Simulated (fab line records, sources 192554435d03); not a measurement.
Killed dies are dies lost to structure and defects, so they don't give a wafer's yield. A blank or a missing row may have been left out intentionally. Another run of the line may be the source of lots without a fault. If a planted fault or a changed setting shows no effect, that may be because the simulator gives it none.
Comparing a struck lot with a sound one | flow n5Finfet | 38 out of 1938 route steps
Sound: the wafers L455.3, L455.4, L455.6. The struck wafers were L450.2, L450.4, L450.6. The cause is given at the end.
Order at every step that has rows: each side's tool, ch and its chambers, its first start. Under that, the readings that differ: sound wafers | struck wafers | difference of the means | sigmas: that difference in standard deviations of wafers without a fault.
alike: readings whose means differ by less than 2 such deviations, and words and numbers that are the same on both sides. not compared: withheld readings, readings that some wafer has no value for, bounds like >300 that may hide the same value, and numbers for which the record gives no deviation and whose values overlap.
The two part at a step that has a row with sigmas, a row that says differs or no value, or rows on one side only. Numbers that don't overlap but have no deviation are shown without sigmas and don't part them. Lack of a reading on every wafer of one side parts them only where that side has two or more wafers.

first, 9 steps without rows for these wafers: N5_BEOL_M4_ANNEAL_95 (time 240 s); N5_BEOL_M4_SPUTTER_96 (material Cu, target thk 4.5 nm, time 8.29 s); N5_BEOL_M4_ECD_50 (material Cu, target thk 300 nm); N5_BEOL_M4_ANNEAL_51 (time 90 s); N5_BEOL_M4_CMP_52 (polishes, stops on SiOC, t overpolish 6.8 s, target thk 40 nm); N5_BEOL_M4_PRE_CLEAN_60 (time 15 s); N5_BEOL_M4_CO_CAP_55 (material Co, precursor CCTBA/H2, target thk 2 nm, time 102.1 s); N5_BEOL_M4_PRE_CLEAN_56 (time 15 s); N5_BEOL_M4_DEP_57 (deposits SiCN from 3MS/NH3, target thk 8 nm, time 14 s).
N5_BEOL_M4_RC_MEAS_101:
  sound on prober-02 ch 0, day 12 06:36; struck on prober-02 ch 0, day 11 11:08
  alike: DIBL_N, DIBL_P, IOFF_N, IOFF_P, ION_N, ION_P, SS_N, SS_P, VT_N, VT_P
then, 24 steps without rows for these wafers: N5_BEOL_M5_ILD_DEP_00 (deposits SiCOH lowk from DEMS/porogen, target thk 140.64 nm, time 25.9 s); N5_BEOL_M5_CURE_79 (cures SiCOH lowk, time 240 s); N5_BEOL_M5_PECVD_70 (deposits SiO2 from TEOS/O2, target thk 16 nm, time 18 s); N5_BEOL_M5_HM_DEP_02 (deposits TiN, target thk 20 nm); N5_BEOL_M5_COAT_59 (time 60 s, resist thk 60 nm); N5_BEOL_M5_COAT_60 (time 60 s, resist thk 12 nm); N5_BEOL_M5_COAT_71 (time 60 s, resist thk 5 nm); N5_BEOL_M5_COAT_05 (resist thk 30 nm); N5_BEOL_M5_EBR_07; N5_BEOL_M5_SOFTBAKE_06 (time 60 s); N5_BEOL_M5_EXPOSE_08 (exposes mask M5, target cd 28 nm); N5_BEOL_M5_PEB_09 (peb time 60 s); N5_BEOL_M5_DEVELOP_10 (develop time 30 s); N5_BEOL_M5_DESCUM_16 (chemistry O2, time 7 s); N5_BEOL_M5_ETCH_72 (etches underlayer in N2/H2, target depth 6.5 nm, time 5.2 s); N5_BEOL_M5_ETCH_61 (etches SiARC in CF4, target depth 15.6 nm, time 26 s); N5_BEOL_M5_ETCH_62 (etches SOC in N2/H2, target depth 75 nm, overetch 15 nm, time 112.5 s); N5_BEOL_M5_STRIP_63 (strips in N2/H2); N5_BEOL_M5_STRIP_73 (strips in N2/H2); N5_BEOL_M5_STRIP_64 (strips in CF4); N5_BEOL_M5_HM_OPEN_17 (chemistry Cl2/BCl3, target TiN, target depth 20 nm, overetch 6 nm); N5_BEOL_M5_STRIP_19 (strips in O2); N5_BEOL_M5_COAT_65 (time 60 s, resist thk 60 nm); N5_BEOL_M5_COAT_66 (time 60 s, resist thk 12 nm).
-- record jumps: 2 days separate the struck wafers' starts on either side; left off in module BEOL_M5, taken up again in module BEOL_M11, whose first shown step is the route's number 1558 --
N5_BEOL_M11_STRIP_19: strips in O2.
  sound on rieDiel-04 ch 1,3, day 14 18:54; struck on rieDiel-05 ch 0,1,2, day 13 22:25
  no value came back on the struck wafers for any of 7 readings (biasPowerW (W), chamberPressureMTorr (mTorr) and others); on the sound wafers biasPowerW (W) reads 0 0 0
reading                                  | sound | struck         | difference | sigmas
model.SOC_of_BEOL_M11_COAT_59.thkNm (nm) | 0 0 0 | 91.8 91.8 92.2 | +91.9      | 
  not compared: rfHoursCounterH
N5_BEOL_M11_ETCH_66: etches SOC in N2/H2, target depth 120 nm, overetch 24 nm, time 180 s.
  sound on rieDiel-05 ch 2,3, day 14 19:41; struck on rieDiel-04 ch 1,3, day 14 00:27
reading                 | sound             | struck            | difference | sigmas
oesProductAu (a.u.)     | 0.56 0.60 0.60    | 0.93 0.93 0.81    | +0.30      | +5
model.etch.depthNm (nm) | 100.2 100.3 100.3 | 148.2 148.2 137.5 | +44.4      | 
  alike: drypumpMotorCurrentA, rfVppV, showerheadPlenumPTorr, throttleValvePct
  not compared: rfHoursCounterH
N5_BEOL_M11_VIA_ETCH_34: etches SiCOH lowk in C4F6/O2, target depth 184.5 nm, time 69.2 s.
  sound on rieDiel-05 ch 2,3, day 14 19:49; struck on rieDiel-04 ch 1,3, day 14 00:34
reading             | sound          | struck         | difference | sigmas
oesProductAu (a.u.) | 0.67 0.75 0.74 | 0.34 0.35 0.31 | -0.39      | -4
rfVppV (V)          | 650 658 656    | 672 673 677    | +19        | +2
  alike: drypumpMotorCurrentA, oes_o_777_au, showerheadPlenumPTorr, throttleValvePct
  not compared: rfHoursCounterH
N5_PASSIVATION_PROBE_49:
  rows exist in the record for the struck wafers here (prober-01, day 15 19:34), but not for the sound ones

## WHERE THEY PART
Earliest at N5_BEOL_M11_STRIP_19; latest, in this record, at N5_PASSIVATION_PROBE_49.

WHY: whatever the simulator had introduced
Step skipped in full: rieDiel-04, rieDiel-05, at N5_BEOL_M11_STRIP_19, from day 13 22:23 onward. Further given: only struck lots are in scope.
